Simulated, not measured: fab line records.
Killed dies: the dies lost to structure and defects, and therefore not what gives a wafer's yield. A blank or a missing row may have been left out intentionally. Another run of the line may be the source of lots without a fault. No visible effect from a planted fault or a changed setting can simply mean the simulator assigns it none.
A struck lot beside a sound one | flow n5-finfet | 15 steps out of a route of 1938
Sound: wafers L385.1, L385.4, L385.6. Struck: wafer L381.2. (L381.1 of the same lot was not struck and is left out.) The cause comes at the end.
At each step with rows: each side's tool, then ch and its chambers, then its first start. Under that, the readings that differ: sound wafers | struck wafers | difference of the means | sigmas: that difference in standard deviations of wafers without a fault.
alike: readings with means less than 2 such deviations apart, plus words and numbers identical on both sides. not compared: withheld readings, readings lacking a value on some wafer, bounds such as >300 that could conceal the same value, and numbers that have no deviation in the record and whose values overlap.
The two part at a step that has a row with sigmas, a row that says differs or no value, or rows on one side only. Numbers that have no deviation but don't overlap get no sigmas and don't part them. A reading missing from all wafers of one side parts the sides only when that side holds two or more wafers.

N5_BEOL_M13_TRENCH_ETCH_34: etches SiOC in C4F8/O2/Ar, target depth 413.47 nm, time 162.6 s.
  sound on rie-diel-05 ch 1,2,3, day 16 18:29; struck on rie-diel-01 ch 0, day 15 14:05
  reading                     | sound       | struck | difference | sigmas
  drypump-motor-current-A (A) | 6.0 5.0 5.8 | 6.3    | +0.7       | +2
  alike: oes-product-au, rf-vpp-V, showerhead-plenum-p-Torr, throttle-valve-pct
  not compared: rf-hours-counter-h
then, 1 step without rows for these wafers: N5_BEOL_M13_STRIP_70 (strips in C4F8/O2/Ar).
N5_BEOL_M13_OCD_MEAS_35:
  sound: ocd-02 at day 16 18:39; struck: ocd-02 at day 15 14:16
  alike: trench-depth-nm
N5_BEOL_M13_STRIP_37: strips in N2/H2.
  sound on plasma-asher-02 ch 0,1, day 16 18:41; struck on plasma-asher-01 ch 1, day 15 14:18
  alike: drypump-motor-current-A, heater-power-w, oes-product-au
  not compared: rf-hours-counter-h
N5_BEOL_M13_ETCH_38: etches SiCN in CF4/N2, target depth 67.5 nm, time 71.9 s.
  sound on rie-diel-01 ch 0,1,2, day 16 19:55; struck on rie-diel-01 ch 3, day 15 15:56
  alike: drypump-motor-current-A, oes-product-au, rf-vpp-V, showerhead-plenum-p-Torr, throttle-valve-pct
  not compared: rf-hours-counter-h
then, 3 steps without rows for these wafers: N5_BEOL_M13_PRECLEAN_39 (cleans in residue remover, time 60 s); N5_BEOL_M13_SRD_40 (time 30 s, dry time 30 s); N5_BEOL_M13_DEGAS_41 (time 60 s).
N5_BEOL_M13_PRE_CLEAN_42: time 30 s.
  sound: pvd-sputter-01 at day 16 20:29; struck: pvd-sputter-03 at day 15 16:29
  alike: heater-power-w, susceptor-temp-C
N5_BEOL_M13_SPUTTER_43: material TaN, target thk 15 nm, time 24.19 s.
  sound: pvd-sputter-01 at day 16 20:32; struck: pvd-sputter-03 at day 15 16:32
  reading                | sound          | struck | difference | sigmas
  throttle-valve-pct (%) | 31.5 31.7 31.4 | 28.4   | -3.1       | -3
  alike: susceptor-temp-C
then, 2 steps without rows for these wafers: N5_BEOL_M13_SPUTTER_44 (material Ta, target thk 10 nm, time 16.13 s); N5_BEOL_M13_SPUTTER_45 (material Cu, target thk 80 nm, time 13.33 s).
N5_BEOL_M13_ECD_47: material Cu, target thk 936 nm.
  sound on ecd-cu-02 ch 0, day 16 20:49; struck on ecd-cu-01 ch 1, day 15 16:49
  reading                                 | sound             | struck | difference | sigmas
  model.Cu_of_BEOL_M13_ECD_47.thk-nm (nm) | 941.6 913.8 941.4 | 1246   | +314       |
then, 1 step without rows for these wafers: N5_BEOL_M13_ANNEAL_48 (time 90 s).
N5_PASSIVATION_PROBE_49:
  sound: prober-01 at day 18 01:52; struck: prober-01 at day 16 17:58
  reading                  | sound          | struck | difference | sigmas
  defect-limited-yield (%) | 92.5 91.3 93.6 | 89.6   | -2.9       | -2
  killed_at_M0_to_M3       | 28 25 27       | 48     | +21        | +2
  killed_at_M4_up          | 7 12 6         | 21     | +13        | +2
  killed-open              | 70 63 51       | 91     | +30        | +2
  sort_bin_5_function (%)  | 4.2 4.9 3.2    | 6.1    | +2.0       | +2
  sort-yield-pct (%)       | 92.5 91.3 93.6 | 89.6   | -2.9       | -2
  alike: killed-at-contacts, killed-at-front-end, killed-at-other, killed-dies, killed-on-rim, killed-short, sort_bin_6_memory, sort-n-pass

## WHERE THEY PART
First at N5_BEOL_M13_TRENCH_ETCH_34; last, within this record, at N5_PASSIVATION_PROBE_49.

WHY: the cause the simulator had injected
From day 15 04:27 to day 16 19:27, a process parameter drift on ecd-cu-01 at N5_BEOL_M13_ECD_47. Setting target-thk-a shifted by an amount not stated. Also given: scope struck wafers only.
